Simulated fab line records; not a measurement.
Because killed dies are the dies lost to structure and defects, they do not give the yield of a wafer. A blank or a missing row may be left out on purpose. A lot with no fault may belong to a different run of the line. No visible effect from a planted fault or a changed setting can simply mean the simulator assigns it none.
Chamber matching | flow n5Finfet | pecvd-02 running N5_BEOL_M1_PECVD_72: 3 sister chambers
The step deposits SiO2 from TEOS/O2, target thk 16 nm, time 18 s. 6 wafers are shown with their chamber, then 11 later ones without.

## WAFERS, EACH WITH ITS CHAMBER
wafer  | chamber | throttleValvePct (%) | heaterPowerW (W)
L086.1 | 0       | 21.8                 | 732
L086.3 | 1       | 22.6                 | 810
L087.1 | 2       | 21.3                 | 567
L087.3 | 0       | 21.5                 | 738
L087.6 | 2       | 20.9                 | 575
L088.2 | 1       | 22.3                 | 807

## WAFERS WITH NO CHAMBER GIVEN
wafer  | throttleValvePct (%) | heaterPowerW (W)
L088.3 | 21.5                 | 800
L088.5 | 21.9                 | 800
L092.3 | 21.9                 | 771
L092.4 | 21.0                 | 504
L092.6 | 22.6                 | 709
L091.3 | 21.7                 | 721
L091.5 | 21.2                 | 562
L091.6 | 22.4                 | 816
L097.2 | 21.1                 | 576
L097.4 | 22.6                 | 747
L097.5 | 21.2                 | 589

## CHAMBER TAKEN BY EACH
wafer  | from the rows above     | in truth
L088.3 | 1                       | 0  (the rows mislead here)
L088.5 | 1                       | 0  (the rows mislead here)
L092.3 | can't be placed: 0 or 1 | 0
L092.4 | 2                       | 2
L092.6 | 0                       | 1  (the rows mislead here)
L091.3 | 0                       | 0
L091.5 | 2                       | 2
L091.6 | 1                       | 1
L097.2 | 2                       | 2
L097.4 | 0                       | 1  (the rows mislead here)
L097.5 | 2                       | 2
6 of 11 placed correctly. Cannot be placed on the basis of these rows: 1; the candidates contain the true chamber in 1. 4 placed wrongly.
How it was worked out, from the rows above alone: a wafer's distance from a chamber is the root of the sum, over the readings, of the square of ((its reading less the chamber's mean) divided by the reading's scatter). If the next closest chamber is less than 2 further off than the closest, the wafer can't be placed; otherwise it belongs to the closest. A chamber's mean is the mean of its shown wafers. How the scatter is found: for the shown wafers, subtract from each reading the mean of its chamber, square and add these, divide the total by (wafers less chambers), then take the root.
